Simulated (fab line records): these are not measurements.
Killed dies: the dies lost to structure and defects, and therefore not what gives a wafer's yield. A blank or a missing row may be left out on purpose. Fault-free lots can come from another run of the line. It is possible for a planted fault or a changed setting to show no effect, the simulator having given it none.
fab line records -- flow n5_finfet
[record] lots = 11, wafers = 32, last_day = 19
route steps=1938 shown BEOL_M7@1321 BEOL_M8@1333 PASSIVATION@1936
lots with no fault: from the same line, run without faults
start_h: hours from the record's first day to the start of the lot's first wafer shown -- wait_h: hours from the lot's prior step to this one -- " repeats the value in the row above -- L1.1+2: a row that stands for several wafers -- - either no value or no given start -- * or withheld: withheld -- < > ~ a bound
route shown NAME@n: NAME is a module with steps in the file, n the number in the route of the first one -- usual: mean/standard deviation taken from wafers without a fault -- same: alike in all rows -- chamber/n: place in a boat -- sites: per-site readings -- _std_site: how widely they spread, as a standard deviation -- _edge_site: the outer-site mean with the inner-site mean subtracted -- radius_mm: how far each site lies from the wafer's centre -- mask NAME#n: copy n -- behind: the last tool/chamber to shape the wafer -- hold: why the lot was held/for how many hours/how that ended -- device: which transistor (n, p or np) failed to switch -- end of line: at the end of the route, the tests of the same wafers -- for a step that has no rows: nothing shown but its recipe -- killed: at the first sort, the dies lost to defects and structure; wafer yield is something else -- map: per-die view of a wafer (x killed, . not killed, _ where there is no die)
set.NAME: the run value of the setting; set.NAME@STEP: its run value at that earlier step -- model.NAME: the simulator's own value behind a step, which no gauge read
the route's steps for a sample of lots (tables are steps, rows are wafers)
services: from which hour (start_h, from the record's first day; less than 0 if before it) a tool's chamber was out of use, for how many hours, and why
[[steps]]
[step N5_BEOL_M7_SURFACE_TREAT_79]
[recipe] gas = Ar, time_s = *, ion_energy_ev = *, ion_current_ma_cm2 = 0.5, pressure_mtorr = *, ar_flow_sccm = 30
[usual] throttle_valve_pct = *
lot.wafer,tool,chamber,start_h,wait_h,throttle_valve_pct
L353.2,pvd_sputter-03,-,215.18,0.2,*
L353.4,pvd_sputter-03,-,215.18,0.2,*
L353.5,pvd_sputter-03,-,215.18,0.2,*
L355.1,pvd_sputter-01,-,222.67,0.2,*
L355.2,pvd_sputter-01,-,222.67,0.2,*
L355.6,pvd_sputter-01,-,222.67,0.2,*
L357.1,pvd_sputter-03,-,223.02,0.2,*
L357.2,pvd_sputter-03,-,223.02,0.2,*
L357.6,pvd_sputter-03,-,223.02,0.2,*
L356.2,pvd_sputter-03,-,231.10,1.8,*
L356.3,pvd_sputter-03,-,231.10,1.8,*
L356.4,pvd_sputter-03,-,231.10,1.8,*
L360.2,pvd_sputter-03,-,235.57,0.2,*
L360.3,pvd_sputter-03,-,235.57,0.2,*
L360.5,pvd_sputter-03,-,235.57,0.2,*
L363.1,pvd_sputter-02,-,264.23,0.3,*
L363.3,pvd_sputter-02,-,264.23,0.3,*
L363.6,pvd_sputter-02,-,264.23,0.3,*
L364.1,pvd_sputter-02,-,268.51,0.2,*
L364.2,pvd_sputter-02,-,268.51,0.2,*
L364.6,pvd_sputter-02,-,268.51,0.2,*
L366.1,pvd_sputter-02,-,296.24,0.2,*
L366.3,pvd_sputter-02,-,296.24,0.2,*
L366.5,pvd_sputter-02,-,296.24,0.2,*
L373.2,pvd_sputter-01,-,310.24,0.2,*
L373.5,pvd_sputter-01,-,310.24,0.2,*
L373.6,pvd_sputter-01,-,310.24,0.2,*
L372.1,pvd_sputter-01,-,310.38,0.2,*
L372.4,pvd_sputter-01,-,310.38,0.2,*
L372.5,pvd_sputter-01,-,310.38,0.2,*
L375.4,pvd_sputter-02,-,367.43,0.2,*
L375.5,pvd_sputter-02,-,367.43,0.2,*
[step N5_BEOL_M7_CVD_78]
[recipe] material = Co, target_thk_a = 20, temp_c = withheld, precursor = CCTBA/H2, pressure_torr = 30, time_s = 142.3
lot.wafer,tool,chamber,start_h,wait_h
L353.2+4+5,cvd_co-02,"0,2,0",215.40,0.2
L355.1+2+6,cvd_co-01,"1,0,2",222.73,0.0
L357.1+2+6,cvd_co-02,"1,0,1",223.08,0.0
L356.2+3+4,cvd_co-02,"0,2,0",231.18,0.1
L360.2+3+5,cvd_co-01,"1,0,1",235.63,0.0
L363.1+3+6,cvd_co-01,"2,0,2",264.33,0.1
L364.1+2+6,cvd_co-02,"2,0,2",268.57,0.0
L366.1+3+5,cvd_co-01,"2,0,1",296.37,0.1
L373.2+5+6,cvd_co-01,"1,1,0",310.30,0.0
L373.2+5+6,cvd_co-01,"1,1,0",310.58,0.2
L372.1+4+5,cvd_co-01,"1,0,2",310.44,0.0
L372.1+4+5,cvd_co-01,"1,0,2",310.77,0.3
L375.4+5,cvd_co-02,"0,1",367.54,0.1
[step N5_BEOL_M7_CMP_52]
[recipe] stop_on = SiCOH_lowk, t_overpolish_s = 6.9, down_force_psi = 1, platen_rpm = 50, clearing_platen_down_force_psi = 1.5, clearing_platen_rpm = 50, post_cmp_clean = cu_alkaline, target_thk_nm = 80, clearing_platen_pad_velocity_m_s = 0.99484, pad_velocity_m_s = 0.99484
[usual] barrier_field_endpoint_s = 28.8/0.7, motor_current_A = 6.1/0.55, overpolish_run_s = 6.900/0.011, pad_life_wafers = 841/800, time_to_endpoint_s = 61.5/2.9
[same] t_overpolish_s = 6.9
lot.wafer,tool,chamber,start_h,wait_h,barrier_field_endpoint_s,motor_current_A,overpolish_run_s,pad_life_wafers,time_to_endpoint_s
L353.4,cmp-03,2,216.14,0.2,28.9,6.3,6.900,1993,58.9
L353.2,cmp-03,3,216.14,0.2,28.3,5.4,6.893,1994,53.4
L353.5,cmp-03,1,216.14,0.2,28.3,7.2,6.888,-,56.0
L355.1,cmp-03,3,223.80,0.3,27.2,5.7,6.918,2034,56.0
L355.2,cmp-03,2,223.80,0.3,28.5,6.5,6.904,2037,61.2
L355.6,cmp-03,3,223.80,0.3,27.7,5.6,6.883,-,56.8
L357.2,cmp-04,1,224.47,0.3,28.7,6.1,6.901,1999,63.3
L357.1,cmp-04,2,224.47,0.3,29.6,5.6,6.905,2000,61.7
L357.6,cmp-04,1,224.47,0.3,29.0,5.6,6.888,-,60.3
L356.2,cmp-04,2,231.83,0.2,27.6,5.6,6.893,6,57.4
L356.3,cmp-04,0,231.83,0.2,28.4,5.9,6.898,8,59.0
L356.4,cmp-04,1,231.83,0.2,28.3,6.1,6.908,9,61.8
L360.3,cmp-03,3,236.48,0.4,27.7,5.9,6.899,2156,58.6
L360.2,cmp-03,0,236.48,0.4,29.0,5.6,6.903,2157,62.3
L360.5,cmp-03,1,236.48,0.4,28.9,7.1,6.916,-,63.0
L363.3,cmp-04,3,265.03,0.2,27.8,6.8,6.915,283,59.2
L363.1,cmp-04,0,265.03,0.2,28.9,6.1,6.897,284,64.2
L363.6,cmp-04,2,265.03,0.2,28.8,5.7,6.907,-,63.6
L364.2,cmp-03,1,269.46,0.3,28.3,6.9,6.903,246,61.8
L364.1,cmp-03,0,269.46,0.3,28.1,5.4,6.912,249,58.2
L364.6,cmp-03,1,269.46,0.3,28.8,7.2,6.894,-,58.0
L366.3,cmp-01,1,298.38,1.0,28.6,6.6,6.891,2023,65.1
L366.1,cmp-01,2,298.38,1.0,29.7,6.6,6.894,2024,65.1
L366.5,cmp-01,0,298.38,1.0,29.6,5.7,6.875,-,67.9
L373.2,cmp-03,2,311.95,0.5,31.0,6.5,6.910,389,60.2
L373.6,cmp-03,0,311.95,0.5,31.0,4.8,6.889,-,59.4
L373.5,cmp-03,1,311.95,0.5,31.6,7.1,6.910,-,60.3
L372.1,cmp-01,2,312.45,0.3,30.0,6.1,6.901,71,58.2
L372.4,cmp-01,3,312.45,0.3,29.6,6.4,6.887,72,59.8
L372.5,cmp-01,0,312.45,0.3,30.7,6.1,6.900,-,60.8
L375.4,cmp-04,2,368.48,0.4,28.7,5.9,6.889,1135,58.8
L375.5,cmp-04,1,368.48,0.4,29.3,5.9,6.921,-,61.7
[step N5_BEOL_M7_INSPECT_58]
[recipe] inspect_instrument = darkfield, mode = post_dep
[usual] raw_defect_count = 75/22
lot.wafer,tool,chamber,start_h,wait_h,raw_defect_count
L353.2,defect_inspect-02,-,216.59,0.0,59
L353.4,defect_inspect-02,-,216.59,0.0,38
L353.5,defect_inspect-02,-,216.59,0.0,39
L355.1,defect_inspect-02,-,224.28,0.0,123
L355.2,defect_inspect-02,-,224.28,0.0,48
L355.6,defect_inspect-02,-,224.28,0.0,148
L357.1,defect_inspect-01,-,224.88,0.0,52
L357.2,defect_inspect-01,-,224.88,0.0,26
L357.6,defect_inspect-01,-,224.88,0.0,57
L356.2,defect_inspect-02,-,232.28,0.0,65
L356.3,defect_inspect-02,-,232.28,0.0,59
L356.4,defect_inspect-02,-,232.28,0.0,72
L360.2,defect_inspect-02,-,236.86,0.0,74
L360.3,defect_inspect-02,-,236.86,0.0,76
L360.5,defect_inspect-02,-,236.86,0.0,66
L363.1,defect_inspect-02,-,265.45,0.0,118
L363.3,defect_inspect-02,-,265.45,0.0,80
L363.6,defect_inspect-02,-,265.45,0.0,104
L364.1,defect_inspect-01,-,269.91,0.0,72
L364.2,defect_inspect-01,-,269.91,0.0,65
L364.6,defect_inspect-01,-,269.91,0.0,102
L366.1,defect_inspect-01,-,298.82,0.0,76
L366.3,defect_inspect-01,-,298.82,0.0,41
L366.5,defect_inspect-01,-,298.82,0.0,61
L373.2,defect_inspect-02,-,312.32,0.0,129
L373.5,defect_inspect-02,-,312.32,0.0,100
L373.6,defect_inspect-02,-,312.32,0.0,69
L372.1,defect_inspect-02,-,312.83,0.0,91
L372.4,defect_inspect-02,-,312.83,0.0,98
L372.5,defect_inspect-02,-,312.83,0.0,66
L375.4,defect_inspect-01,-,368.89,0.0,71
L375.5,defect_inspect-01,-,368.89,0.0,64
[step N5_BEOL_M8_CURE_74]
[recipe] temp_c = 385, time_s = 240, ambient = He/Ar, material = SiCOH_lowk
[usual] lamp_power_pct = 52.31/0.056, wafer_temp_C_max = 387.2/0.64
lot.wafer,tool,chamber,start_h,wait_h,lamp_power_pct,wafer_temp_C_max
L353.2,uv_cure-01,2,216.77,0.1,52.33,386.1
L353.4,uv_cure-01,2,216.77,0.1,52.33,386.8
L353.5,uv_cure-01,2,216.77,0.1,52.37,386.1
L355.1,uv_cure-02,2,224.51,0.2,52.30,387.2
L355.2,uv_cure-02,2,224.51,0.2,52.22,387.2
L355.6,uv_cure-02,2,224.51,0.2,52.29,387.3
L357.1,uv_cure-03,1,225.04,0.1,52.44,385.8
L357.2,uv_cure-03,1,225.04,0.1,52.24,386.7
L357.6,uv_cure-03,1,225.04,0.1,52.24,386.4
L356.2,uv_cure-01,1,232.46,0.1,52.24,387.5
L356.3,uv_cure-01,1,232.46,0.1,52.34,388.0
L356.4,uv_cure-01,1,232.46,0.1,52.36,387.3
L360.2,uv_cure-03,0,237.18,0.3,52.35,387.5
L360.3,uv_cure-03,0,237.18,0.3,52.28,386.6
L360.5,uv_cure-03,0,237.18,0.3,52.32,387.0
L363.1,uv_cure-03,1,265.79,0.3,52.31,386.8
L363.3,uv_cure-03,1,265.79,0.3,52.27,386.5
L363.6,uv_cure-03,1,265.79,0.3,52.24,386.8
L364.1,uv_cure-03,0,270.01,0.0,52.21,387.4
L364.2,uv_cure-03,0,270.01,0.0,52.24,386.8
L364.6,uv_cure-03,0,270.01,0.0,52.37,386.9
L366.1,uv_cure-03,0,298.92,0.0,52.33,386.4
L366.3,uv_cure-03,0,298.92,0.0,52.28,387.1
L366.5,uv_cure-03,0,298.92,0.0,52.30,386.5
L373.2,uv_cure-03,2,312.51,0.1,52.29,387.4
L373.5,uv_cure-03,2,312.51,0.1,52.30,388.0
L373.6,uv_cure-03,2,312.51,0.1,52.36,387.9
L372.1,uv_cure-01,2,312.93,0.0,52.32,385.9
L372.4,uv_cure-01,2,312.93,0.0,52.34,386.0
L372.5,uv_cure-01,2,312.93,0.0,52.34,387.1
L375.4,uv_cure-02,2,369.23,0.3,52.43,387.0
L375.5,uv_cure-02,2,369.23,0.3,52.28,388.4
[step N5_PASSIVATION_PROBE_49]
[usual] defect_limited_yield = 91.5/1.7, killed_at_M0_to_M3 = 33/11, killed_at_M4_up = 13/5.2, killed_at_contacts = 11/5.7, killed_at_front_end = 39/11, killed_at_other = 4/3, killed_dies = 101/20, killed_open = 66/15, killed_short = 33/8.4, sort_bin_5_function = 5.0/1.1, sort_bin_6_memory = 3.2/0.69, sort_bin_8_speed = 0.1/0.52, sort_n_pass = 1078/20, sort_yield_pct = 91.4/1.7
[same] gross_dies = 1180, killed_at_back_side = 0, sort_bin_4_leakage[%] = 0
lot.wafer,tool,chamber,start_h,wait_h,defect_limited_yield[%],killed_at_M0_to_M3,killed_at_M4_up,killed_at_contacts,killed_at_front_end,killed_at_other,killed_dies,killed_open,killed_short,sort_bin_5_function[%],sort_bin_6_memory[%],sort_bin_8_speed[%],sort_n_pass,sort_yield_pct[%]
L353.2,prober-02,-,288.10,0.1,92.0,31,23,7,32,1,94,63,28,5.3,2.1,0,1086,92.0
L353.4,prober-02,-,288.20,0.2,91.2,38,14,4,43,5,104,67,34,5.4,3.1,0,1076,91.2
L353.5,prober-02,-,288.25,0.2,92.3,38,12,4,37,0,91,59,30,4.3,3.2,0,1089,92.3
L372.1,prober-01,-,396.33,0.0,89.7,43,12,11,54,1,121,86,32,6.4,3.7,0,1059,89.7
// killed by level:class
L353.2 BEOL_M1:geometric_particle:open=11 BEOL_M4:geometric_particle:open=10 FIN_SAQP:geometric_particle:short=7 MOL_CONTACT_COAG:geometric_particle:open=6 STI_FIN_REVEAL:geometric_particle:open=6 FIN_SAQP:geometric_particle:open=4 BEOL_M2:geometric_particle:open=4 BEOL_M3:geometric_particle:open=4
L353.4 BEOL_M1:geometric_particle:open=14 STI_FIN_REVEAL:geometric_particle:open=12 BEOL_M0_SAQP:geometric_particle:open=8 FIN_SAQP:geometric_particle:short=6 BEOL_M0_SAQP:geometric_particle:short=6 DUMMY_GATE:geometric_particle:open=5 STI_FIN_REVEAL:geometric_particle:short=4 BEOL_M4:geometric_particle:open=4
L353.5 STI_FIN_REVEAL:geometric_particle:open=13 BEOL_M1:geometric_particle:open=9 BEOL_M0_SAQP:geometric_particle:open=7 FIN_SAQP:geometric_particle:open=6 FIN_SAQP:geometric_particle:short=6 BEOL_M2:geometric_particle:short=6 BEOL_M3:geometric_particle:open=5 MOL_CONTACT_COAG:geometric_particle:open=4
L372.1 BEOL_M2:geometric_particle:open=22 FIN_SAQP:geometric_particle:open=11 FIN_SAQP:geometric_particle:short=9 MOL_CONTACT_COAG:geometric_particle:open=9 STI_FIN_REVEAL:geometric_particle:open=8 BEOL_M3:geometric_particle:open=7 DUMMY_GATE:geometric_particle:open=6 BEOL_M0_SAQP:geometric_particle:open=5
[[services]]
tool,chamber,start_h,hours,kind
cvd_co-01,-,193.17,1.1,repair
cmp-01,-,198.41,2.6,repair
uv_cure-03,-,211.45,2.8,pm
cmp-04,-,212.82,0.3,repair
uv_cure-01,-,219.74,6.0,pm
cmp-04,-,227.49,4.0,pm
cmp-01,-,231.61,2.1,repair
cmp-03,-,237.91,4.0,pm
uv_cure-03,-,246.66,0.9,repair
cvd_co-02,1,261.07,15.9,repair
cmp-03,-,261.62,0.7,repair
cvd_co-01,-,265.49,1.7,repair
cmp-03,-,272.80,6.5,pm
cmp-04,-,276.78,0.6,repair
uv_cure-01,-,283.32,4.6,repair
uv_cure-03,-,284.76,1.0,pm
cmp-03,-,286.88,18.2,pm
cvd_co-02,2,291.02,36.6,repair
cmp-01,-,294.23,3.9,repair
cmp-04,-,296.31,1.8,repair
cmp-01,-,298.98,4.0,pm
cvd_co-02,-,341.38,2.8,pm
cmp-04,-,341.81,5.5,pm
pvd_sputter-01,-,354.49,2.5,repair
[[key]]
[first_sign] step = N5_BEOL_M7_CVD_78, reading = visit, direction = added
[effect] step = N5_BEOL_M7_CMP_52, reading = barrier_field_endpoint_s, direction = up, sigmas = 2.6, usual = 28.8, struck = 30.6
met_at N5_BEOL_M7_CVD_78
struck_lots L372,L373
not_acting_at N5_BEOL_M7_SURFACE_TREAT_79,N5_BEOL_M7_INSPECT_58,N5_BEOL_M8_CURE_74
[fault] kind = repeated_step_whole, tool = cvd_co-01,cvd_co-02, chamber = -, onset_h = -, steps = N5_BEOL_M7_CVD_78, times = 1, scope = struck_lots_only
